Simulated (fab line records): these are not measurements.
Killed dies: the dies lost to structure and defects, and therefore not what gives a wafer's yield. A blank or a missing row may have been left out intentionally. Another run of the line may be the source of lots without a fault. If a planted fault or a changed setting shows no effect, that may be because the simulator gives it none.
fab line records    flow nand_harc
record: lots: 5  wafers: 15  last_day: 32
route steps=1302 shown P_M1@287 END@1302
lots with no fault: from the same line, run without faults
start_h: start of the lot's first displayed wafer, in hours after the record's first day    wait_h: how many hours have passed since the lot's step before this one    " identical to the entry in the row above    L1.1+2: a row that stands for several wafers    - either no value or no given start    * or withheld: withheld    < > ~ a bound
route shown NAME@n: names a module that has steps shown in the file, with the first one's number in the route    usual: mean/standard deviation of fault-free wafers    same: alike in all rows    chamber/n: place in a boat    sites: readings site by site    _std_site: the standard deviation of these    _edge_site: the outer-site mean with the inner-site mean subtracted    radius_mm: for every site, how far away it sits from the centre of the wafer    mask NAME#n: copy n    behind: the tool/chamber that last shaped the wafer    hold: why the lot went on hold/how many hours it stayed there/how the hold came to an end    device: transistor that didn't switch, given as n, p or np    end of line: the same wafers' tests at the end of the route    a step without rows: its recipe alone    killed: count of dies lost to structure and defects at first sort (not the wafer's yield)    map: dies across one wafer; x = killed, . = not, _ = none there
set.NAME: setting as actually run; set.NAME@STEP: the setting as run at that earlier step    model.NAME: the simulator's own value behind a step, which no gauge read
certain route steps with their lots: each step a table, each wafer a row
services: the hour from which a tool's chamber was out of use, counted from the record's first day as start_h (under 0 if before that day), plus the number of hours and why
== steps ==
step: NHARC_P_M1_HMDS_02
recipe: time_s: 30
step: NHARC_P_M1_COAT_34
recipe: temp_c: 200  time_s: 65
step: NHARC_P_M1_COAT_03
recipe: spin_rpm: 1500  resist_thk_nm: 90
step: NHARC_P_M1_SOFTBAKE_04
recipe: temp_c: 105  time_s: 55
step: NHARC_P_M1_EBR_05
step: NHARC_P_M1_EXPOSE_06
recipe: na: 1.35  target_cd_nm: 130  dose_mj: 81.88  mask_id: P_M1
step: NHARC_P_M1_PEB_07
recipe: peb_temp_c: 100  peb_time_s: 65
step: NHARC_P_M1_DEVELOP_08
recipe: develop_time_s: 35  dev_temp_c: 23
step: NHARC_P_M1_CD_MEAS_09
recipe: target_cd_nm: 130  landing_energy_ev: 500
usual: cd_nm: 130.3/0.68
lot.wafer  tool       chamber  start_h  wait_h  cd_nm
L809.2     cd_sem-01  0        174.52   -       130.8
L809.5     "          0        "        "       129.9
L809.6     "          0        "        "       130.6
L818.2     cd_sem-01  0        273.24   -       129.5
L818.3     "          0        "        "       129.3
L818.6     "          0        "        "       130.4
L819.2     cd_sem-03  0        273.93   -       130.8
L819.4     "          0        "        "       129.7
L819.5     "          0        "        "       130.9
L820.1     cd_sem-02  0        291.13   -       130.8
L820.2     "          0        "        "       131.4
L820.6     "          0        "        "       130.9
L824.3     cd_sem-02  0        326.49   -       129.5
L824.4     "          0        "        "       129.2
L824.6     "          0        "        "       128.4
step: NHARC_P_M1_OVL_MEAS_10
recipe: pitch_nm: 260
usual: overlay_x_nm: 0.2/0.79  overlay_y_nm: 0.0/0.97
lot.wafer  tool        chamber  start_h  wait_h  overlay_x_nm  overlay_y_nm
L809.2     overlay-02  -        174.61   -       0.5           -0.1
L809.5     "           -        "        "       -0.1          -0.9
L809.6     "           -        "        "       0.5           0.0
L818.2     overlay-02  -        273.33   -       -0.4          1.5
L818.3     "           -        "        "       -0.4          1.2
L818.6     "           -        "        "       -0.1          1.5
L819.2     overlay-01  -        274.02   -       1.1           -2.1
L819.4     "           -        "        "       1.4           -1.9
L819.5     "           -        "        "       1.0           -2.0
L820.1     overlay-02  -        291.22   -       0.6           0.9
L820.2     "           -        "        "       0.4           0.4
L820.6     "           -        "        "       0.7           0.4
L824.3     overlay-02  -        326.57   -       -0.1          -1.7
L824.4     "           -        "        "       -0.2          -1.4
L824.6     "           -        "        "       -0.8          -1.8
step: NHARC_P_M1_INSPECT_11
usual: raw_defect_count: 5.0/2.9
lot.wafer  tool               chamber  start_h  wait_h  raw_defect_count
L809.2     defect_inspect-02  -        174.65   0.0     1
L809.5     "                  -        "        "       9
L809.6     "                  -        "        "       3
L818.2     defect_inspect-02  -        273.36   0.0     1
L818.3     "                  -        "        "       3
L818.6     "                  -        "        "       6
L819.2     defect_inspect-01  -        274.06   0.0     1
L819.4     "                  -        "        "       4
L819.5     "                  -        "        "       1
L820.1     defect_inspect-01  -        291.26   0.0     3
L820.2     "                  -        "        "       10
L820.6     "                  -        "        "       4
L824.3     defect_inspect-01  -        326.61   0.0     10
L824.4     "                  -        "        "       8
L824.6     "                  -        "        "       12
step: NHARC_P_M1_DESCUM_14
recipe: time_s: 3  o2_flow_sccm: 200  ar_flow_sccm: 0  bias_power_w: 0  chemistry: O2
usual: chamber_pressure_mTorr: 60.00/0.054  drypump_motor_current_A: 5.7/0.32  oes_product_au: 1.005/0.0095  rf_vpp_V: 57.8/0.78  showerhead_plenum_p_Torr: 1.92/0.078  throttle_valve_pct: 11.310/0.0083
lot.wafer  tool         chamber  start_h  wait_h  chamber_pressure_mTorr  drypump_motor_current_A  oes_product_au  rf_hours_counter_h  rf_vpp_V  showerhead_plenum_p_Torr  throttle_valve_pct
L809.2     rie_diel-05  0        174.73   0.1     59.95                   5.5                      1.014           8                   58.0      1.88                      11.305
L809.6     "            2        "        "       60.10                   5.9                      1.004           -                   58.4      1.81                      11.314
L809.5     "            3        "        "       59.98                   5.5                      1.025           -                   57.1      1.87                      11.307
L818.2     rie_diel-11  0        273.43   0.1     59.97                   5.5                      0.995           1                   56.7      1.93                      11.308
L818.3     "            1        "        "       60.05                   6.0                      1.012           1                   58.0      2.01                      11.317
L818.6     "            3        "        "       59.99                   6.0                      1.002           -                   58.9      2.01                      11.307
L819.4     rie_diel-05  1        274.12   0.1     59.99                   6.0                      0.996           2                   58.1      1.86                      11.317
L819.2     "            3        "        "       59.99                   5.4                      1.019           2                   58.7      1.86                      11.323
L819.5     "            1        "        "       60.00                   6.0                      0.995           -                   57.4      1.86                      11.302
L820.2     rie_diel-05  2        291.33   0.1     60.06                   5.9                      1.010           5                   58.7      1.80                      11.307
L820.1     "            0        "        "       60.06                   5.5                      1.006           5                   58.2      1.88                      11.309
L820.6     "            1        "        "       60.01                   5.9                      1.007           -                   57.7      1.86                      11.307
L824.3     rie_diel-11  3        326.68   0.1     60.05                   6.0                      1.007           6                   59.4      2.01                      11.308
L824.4     "            0        "        "       60.04                   5.5                      0.984           6                   57.8      1.92                      11.313
L824.6     "            3        "        "       59.99                   6.0                      0.992           -                   59.3      2.01                      11.311
step: NHARC_P_M1_ETCH_35
recipe: target_depth_a: 400  overetch_a: 120  time_s: 43.94  ion_energy_ev: 200  n2_flow_sccm: 150  h2_flow_sccm: 150  ar_flow_sccm: 0  rf_w: 400  bias_w: 150  chemistry: N2/H2
usual: chamber_pressure_mTorr: 30.00/0.074  drypump_motor_current_A: 5.7/0.3  h2_flow_sccm: 150.0/0.45  oes_product_au: 1.005/0.01  rf_vpp_V: 430.7/2.4  run_length_s: 65.4/0.56  showerhead_plenum_p_Torr: 2.05/0.083  throttle_valve_pct: 14.171/0.0095
lot.wafer  tool         chamber  start_h  wait_h  chamber_pressure_mTorr  drypump_motor_current_A  h2_flow_sccm  oes_product_au  rf_hours_counter_h  rf_vpp_V  run_length_s  showerhead_plenum_p_Torr  throttle_valve_pct
L809.2     rie_diel-05  0        174.81   0.1     30.02                   5.5                      149.4         1.003           8                   429.2     55.3          2.00                      14.159
L809.6     "            2        "        "       30.02                   5.9                      150.4         0.988           -                   427.4     66.0          1.92                      14.180
L809.5     "            3        "        "       30.04                   5.5                      150.7         1.012           -                   428.4     65.7          1.99                      14.177
L818.2     rie_diel-11  2        273.51   0.1     30.06                   5.2                      150.4         1.009           1                   432.6     65.6          2.14                      14.180
L818.3     "            0        "        "       29.99                   5.5                      149.2         0.999           1                   431.5     65.3          2.05                      14.172
L818.6     "            2        "        "       30.03                   5.2                      149.3         1.008           -                   433.1     65.8          2.14                      14.160
L819.4     rie_diel-05  2        274.20   0.1     30.01                   5.8                      149.5         1.020           3                   427.2     65.9          1.92                      14.160
L819.2     "            1        "        "       30.04                   6.0                      149.9         1.012           2                   430.4     65.6          1.98                      14.170
L819.5     "            2        "        "       29.97                   5.9                      150.6         1.008           -                   426.3     65.7          1.92                      14.156
L820.1     rie_diel-05  2        291.41   0.1     29.98                   5.8                      150.0         0.998           5                   426.5     66.0          1.92                      14.167
L820.2     "            0        "        "       30.01                   5.5                      149.7         1.005           5                   430.2     64.8          2.00                      14.167
L820.6     "            3        "        "       29.98                   5.5                      150.3         1.012           -                   428.9     65.8          1.98                      14.151
L824.4     rie_diel-11  3        326.76   0.1     30.00                   5.9                      150.3         0.994           6                   433.5     64.5          2.15                      14.175
L824.3     "            0        "        "       29.99                   5.5                      149.7         1.001           6                   432.1     65.6          2.05                      14.153
L824.6     "            3        "        "       30.01                   5.9                      150.3         0.996           -                   432.9     64.9          2.15                      14.179
step: NHARC_P_M1_ETCH_15
recipe: target_depth_a: 1825  time_s: 91.2  c4f8_flow_sccm: withheld  ar_flow_sccm: 400  rf_w: 600  bias_w: 300  chemistry: C4F8/Ar
usual: chamber_pressure_mTorr: 24.998/0.023  oes_product_au: 0.962/0.02  rf_vpp_V: 441.1/2.5  run_length_s: 112.6/0.57
lot.wafer  tool         chamber  start_h  wait_h  chamber_pressure_mTorr  oes_product_au  rf_hours_counter_h  rf_vpp_V  run_length_s
L809.2     rie_diel-05  3        -        -       24.970                  0.976           8                   438.8     113.0
L809.5     "            3        "        "       25.025                  0.989           -                   438.5     113.2
L809.6     "            0        "        "       25.009                  0.993           -                   439.0     112.1
L818.3     rie_diel-11  0        -        -       24.992                  0.960           1                   442.2     112.4
L818.2     "            1        "        "       24.971                  0.970           1                   444.6     112.6
L818.6     "            1        "        "       25.005                  0.972           -                   444.0     112.7
L819.4     rie_diel-05  1        -        -       25.003                  0.952           2                   439.0     112.3
L819.2     "            2        "        "       24.994                  0.976           3                   437.4     112.9
L819.5     "            3        "        "       25.029                  0.984           -                   439.8     113.1
L820.1     rie_diel-05  2        -        -       25.025                  0.970           5                   436.9     113.7
L820.2     "            3        "        "       24.984                  0.985           5                   438.7     113.0
L820.6     "            2        "        "       24.974                  0.959           -                   436.4     113.7
L824.4     rie_diel-11  1        -        -       24.980                  0.984           6                   442.4     112.6
L824.3     "            3        "        "       25.021                  0.968           6                   444.4     112.0
L824.6     "            0        "        "       25.003                  0.977           -                   440.8     112.5
step: NHARC_END_SORT_01
recipe: temp_c: 25
usual: defect_limited_yield: 90.9/2.7  killed_at_array: 57/19  killed_at_other: 0.9/1.1  killed_at_periphery: 4.0/2.6  killed_dies: 62/19  killed_open: 3.3/1.8  killed_short: 2.4/1.7
same: gross_dies: 677
lot.wafer  tool       chamber  start_h  wait_h  defect_limited_yield[%]  killed_at_array  killed_at_other  killed_at_periphery  killed_dies  killed_open  killed_short
L809.2     prober-02  0        599.95   2.8     87.0                     88               0                0                    88           1            1
L809.5     prober-02  0        602.34   3.7     88.5                     73               0                5                    78           4            1
L809.6     prober-02  0        603.14   4.0     87.6                     82               0                2                    84           4            6
L819.2     prober-02  0        711.71   2.8     88.3                     77               0                2                    79           1            2
L819.4     prober-02  0        713.29   3.4     87.1                     83               1                3                    87           9            4
L819.5     prober-02  0        714.08   3.7     86.4                     91               0                1                    92           5            0
L820.1     prober-01  0        722.22   2.5     93.9                     35               3                3                    41           1            2
L820.2     prober-01  0        723.01   2.8     93.2                     41               1                4                    46           2            1
L820.6     prober-01  0        726.18   4.0     92.8                     44               0                5                    49           9            5
L824.3     prober-01  0        762.81   3.1     88.8                     67               1                8                    76           1            3
L824.4     prober-01  0        763.60   3.4     88.6                     71               1                5                    77           4            4
L824.6     prober-01  0        765.20   4.0     87.4                     75               0                10                   85           2            3
killed by level:class
L809.2 A_CHANNEL_HOLE_D1:chamber_film_flake=33 A_CHANNEL_HOLE_D2:chamber_film_flake=24 A_SLIT:chamber_film_flake=14 A_CONTACT:chamber_film_flake=10 A_STAIRCASE:chamber_film_flake=3 A_DECK1_JOINT:chamber_film_flake=2 A_WL_FILL:geometric_particle:open=1 A_M0:geometric_particle:short=1
L809.5 A_CHANNEL_HOLE_D2:chamber_film_flake=27 A_CHANNEL_HOLE_D1:chamber_film_flake=24 A_SLIT:chamber_film_flake=12 A_CONTACT:chamber_film_flake=5 P_STI:chamber_film_flake=2 P_M0:geometric_particle:open=1 A_SOURCE_PLATE:geometric_particle:open=1 A_CHANNEL_FILL_D2:geometric_particle:short=1
L809.6 A_SLIT:chamber_film_flake=29 A_CHANNEL_HOLE_D1:chamber_film_flake=24 A_CHANNEL_HOLE_D2:chamber_film_flake=14 A_CONTACT:chamber_film_flake=5 P_M0:geometric_particle:open=2 A_SOURCE_PLATE:geometric_particle:open=1 A_SOURCE_PLATE:geometric_particle:short=1 A_CHANNEL_FILL_D1:geometric_particle:short=1
L819.2 A_CHANNEL_HOLE_D2:chamber_film_flake=24 A_CHANNEL_HOLE_D1:chamber_film_flake=23 A_SLIT:chamber_film_flake=18 A_M1:chamber_film_flake=4 A_CONTACT:chamber_film_flake=3 A_STAIRCASE:chamber_film_flake=2 P_CONTACT:geometric_particle:open=1 A_ONON_D1:geometric_particle:short=1
L819.4 A_CHANNEL_HOLE_D1:chamber_film_flake=26 A_CHANNEL_HOLE_D2:chamber_film_flake=22 A_SLIT:chamber_film_flake=14 A_M1:chamber_film_flake=4 A_CONTACT:chamber_film_flake=3 A_CHANNEL_FILL_D2:geometric_particle:short=2 A_M0:geometric_particle:open=2 A_M1:geometric_particle:open=2
L819.5 A_SLIT:chamber_film_flake=33 A_CHANNEL_HOLE_D1:chamber_film_flake=30 A_CHANNEL_HOLE_D2:chamber_film_flake=11 A_STAIRCASE:chamber_film_flake=4 A_CONTACT:chamber_film_flake=4 A_M0:geometric_particle:open=2 A_WL_FILL:chamber_film_flake=2 A_M1:chamber_film_flake=2
L820.1 A_CHANNEL_HOLE_D1:chamber_film_flake=23 A_SLIT:chamber_film_flake=3 P_M2:chamber_film_flake=2 A_ZERO_WELL:chamber_film_flake=2 A_STAIRCASE:chamber_film_flake=2 A_CONTACT:chamber_film_flake=2 THIN_TSV:chamber_film_flake=2 A_ONON_D1:geometric_particle:short=1
L820.2 A_CHANNEL_HOLE_D1:chamber_film_flake=31 A_SLIT:chamber_film_flake=4 P_M2:chamber_film_flake=3 A_DECK1_JOINT:chamber_film_flake=3 P_CONTACT:geometric_particle:open=1 A_BLC:geometric_particle:short=1 A_M0:geometric_particle:open=1 A_STAIRCASE:chamber_film_flake=1
L820.6 A_CHANNEL_HOLE_D1:chamber_film_flake=24 A_WL_FILL:geometric_particle:short=3 P_CONTACT:chamber_film_flake=3 A_SLIT:chamber_film_flake=3 A_ONON_D1:geometric_particle:open=2 A_CONTACT:chamber_film_flake=2 P_GATE:geometric_particle:open=1 P_CONTACT:geometric_particle:open=1
L824.3 A_SLIT:chamber_film_flake=27 A_CHANNEL_HOLE_D2:chamber_film_flake=23 A_CHANNEL_HOLE_D1:chamber_film_flake=9 P_CONTACT:chamber_film_flake=5 A_STAIRCASE:chamber_film_flake=2 P_CONTACT:geometric_particle:short=1 A_ONON_D1:geometric_particle:open=1 A_CHANNEL_FILL_D1:geometric_particle:short=1
L824.4 A_CHANNEL_HOLE_D2:chamber_film_flake=27 A_SLIT:chamber_film_flake=14 A_STAIRCASE:chamber_film_flake=13 A_CHANNEL_HOLE_D1:chamber_film_flake=4 A_WL_FILL:chamber_film_flake=4 P_GATE:chamber_film_flake=2 P_CONTACT:chamber_film_flake=2 P_CONTACT:geometric_particle:short=1
L824.6 A_SLIT:chamber_film_flake=33 A_CHANNEL_HOLE_D2:chamber_film_flake=19 A_STAIRCASE:chamber_film_flake=9 A_CHANNEL_HOLE_D1:chamber_film_flake=6 P_CONTACT:chamber_film_flake=4 A_CONTACT:chamber_film_flake=3 P_GATE:chamber_film_flake=2 A_WL_FILL:chamber_film_flake=2
== services ==
tool         chamber  start_h  hours  kind
rie_diel-05  0        159.60   -      clean
rie_diel-05  1        159.60   -      clean
rie_diel-05  2        159.60   -      clean
rie_diel-05  3        159.60   -      clean
rie_diel-11  0        163.10   4.2    repair
rie_diel-11  2        170.81   4.5    repair
rie_diel-05  3        181.03   4.7    repair
rie_diel-05  0        184.10   -      clean
rie_diel-05  1        184.10   -      clean
rie_diel-05  2        184.10   -      clean
rie_diel-05  0        208.60   -      clean
rie_diel-05  1        208.60   -      clean
rie_diel-05  2        208.60   -      clean
rie_diel-05  3        208.60   -      clean
rie_diel-05  -        229.60   9.0    pm
rie_diel-05  0        229.60   9.0    vent_cycle
rie_diel-05  1        229.60   16.1   vent_cycle
rie_diel-05  2        229.60   9.0    vent_cycle
rie_diel-05  3        229.60   9.0    vent_cycle
rie_diel-05  0        238.60   -      clean
rie_diel-05  2        238.60   -      clean
rie_diel-11  -        255.50   9.0    pm
rie_diel-05  0        308.75   11.0   repair
rie_diel-05  1        322.31   14.9   repair
== key ==
first_sign: step: NHARC_P_M1_ETCH_35  reading: run_length_s  direction: down  sigmas: 18  usual: *  struck: *
effect none on later readings
met_at NHARC_P_M1_ETCH_35
struck_wafers L809.2
fault: kind: process_parameter_drift  tool: rie_diel-05  chamber: 0  onset_h: 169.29  steps: NHARC_P_M1_ETCH_35  channel: time_s  offset: *  shape: step  end_h: 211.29  acts_in: *  stated: *
